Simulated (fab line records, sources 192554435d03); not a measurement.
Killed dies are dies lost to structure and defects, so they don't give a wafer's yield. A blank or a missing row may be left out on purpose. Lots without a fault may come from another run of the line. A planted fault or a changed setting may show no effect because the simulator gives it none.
Split-lot experiment | flow n5_finfet | 7 lots, 21 wafers read, on a route of 1938 steps

THE SPLIT
At N5_SD_EPI_N_PEB_07 (peb time 60 s), the setting peb_time_s was moved away from the recipe's 60 s on 9 of the 21 wafers read, by -20.5% to +18.6%. The other wafers ran this setting at the recipe's value.

FROM THE SPLIT TO THE READING: what the file shows between them, 1 step
- N5_SD_EPI_N_DEVELOP_08: develop time 30 s

THE READING
cd_nm, in nm, at N5_SD_EPI_N_CD_MEAS_09 (target cd 120 nm). Fault-free wafers of this fab line usually give 119.9 nm, standard deviation 0.72 nm.

wafer  | tool, chamber at the split | peb_time_s as run, s | against the recipe | cd_nm, nm | against lot-mates on the recipe
L077.1 | litho_track-03, 0          | 47.72                | -20.5%             | 111.0     | -9.6
L077.2 | litho_track-03, 0          | 60                   | recipe             | 120.6     | -
L077.3 | litho_track-03, 0          | 47.72                | -20.5%             | 111.6     | -9.0
L081.1 | litho_track-05, 0          | 71.17                | +18.6%             | 124.6     | +3.8
L081.4 | litho_track-05, 0          | 60                   | recipe             | 120.8     | -
L081.5 | litho_track-05, 0          | 71.17                | +18.6%             | 125.2     | +4.4
L084.4 | litho_track-03, 0          | 60                   | recipe             | 119.3     | -
L084.5 | litho_track-03, 0          | 55.7                 | -7.2%              | 118.1     | -0.9
L084.6 | litho_track-03, 0          | 60                   | recipe             | 118.7     | -
L086.1 | litho_track-05, 0          | 60                   | recipe             | 119.3     | -
L086.3 | litho_track-05, 0          | 54.77                | -8.7%              | 116.9     | -2.4
L086.5 | litho_track-05, 0          | 54.77                | -8.7%              | 117.0     | -2.3
L088.4 | litho_track-05, 0          | 65.98                | +10.0%             | 122.6     | +3.7
L088.5 | litho_track-05, 0          | 65.98                | +10.0%             | 122.0     | +3.1
L088.6 | litho_track-05, 0          | 60                   | recipe             | 118.9     | -
L091.1 | litho_track-04, 0          | 60                   | recipe             | 120.0     | -
L091.2 | litho_track-04, 0          | 60                   | recipe             | 119.3     | -
L091.5 | litho_track-04, 0          | 60                   | recipe             | 119.5     | -
L094.1 | litho_track-03, 0          | 60                   | recipe             | 121.1     | -
L094.3 | litho_track-03, 0          | 60                   | recipe             | 121.5     | -
L094.5 | litho_track-03, 0          | 60                   | recipe             | 121.1     | -

THE FIT
A straight line over all 21 wafers: cd_nm changes by +0.335 nm for each +1% of peb_time_s; r = +0.96; the points scatter about the line by 1 nm.
The same after taking each lot's own level away (the mean of its wafers on the recipe; 21 wafers): +0.334 nm for each +1%; r = +0.95; scatter 1.1 nm.
On that fit, the largest move of peb_time_s shifts the reading by 6.8 nm.
The lots' own levels span 118.90 to 121.23 nm, that is 3.2 times the standard deviation above.
So the lot-to-lot level changes the slope little: the two slopes agree.
Check: with one of the wafers moved furthest among these (-20.5%) left out of the fit, the line predicts -6.3 nm for it against its lot-mates. It came out at -9.6 nm against them.

OTHER SPLITS ON THESE WAFERS
These wafers also went through other splits before the reading. Each is held against what the fit with the lots' levels taken away leaves over:
other split on the same wafers        | wafers away from the commonest value | r with cd_nm (lot level and that fit taken away)
N5_WELL_APT_EXPOSE_05 dose_mj         | 4                                    | -0.11
N5_WELL_APT_DEVELOP_07 develop_time_s | 6                                    | -0.20
N5_FIN_SAQP_PECVD_06 time_s           | 11                                   | +0.08
N5_DUMMY_GATE_COAT_09 spin_rpm        | 5                                    | +0.24
N5_SD_EPI_N_COAT_33 spin_rpm          | 5                                    | +0.11

THE WHOLE CHAIN: every reading that the file lists as answering this split, in the file's order
step                   | what it does             | reading                                                         | change (the file's fit)               | r (the file's)
N5_SD_EPI_N_CD_MEAS_09 | target cd 120 nm         | cd_nm                                                           | +0.329 nm for each +1% of the setting | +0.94
N5_SD_EPI_N_DESCUM_14  | chemistry O2, time 7.9 s | SD_EPI_N.cd_nm (the simulator's own value, which no gauge read) | +0.341 nm for each +1% of the setting | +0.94

THE FILE'S OWN FIT
cd_nm changes by +0.329 nm for each +1% of peb_time_s, r = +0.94.
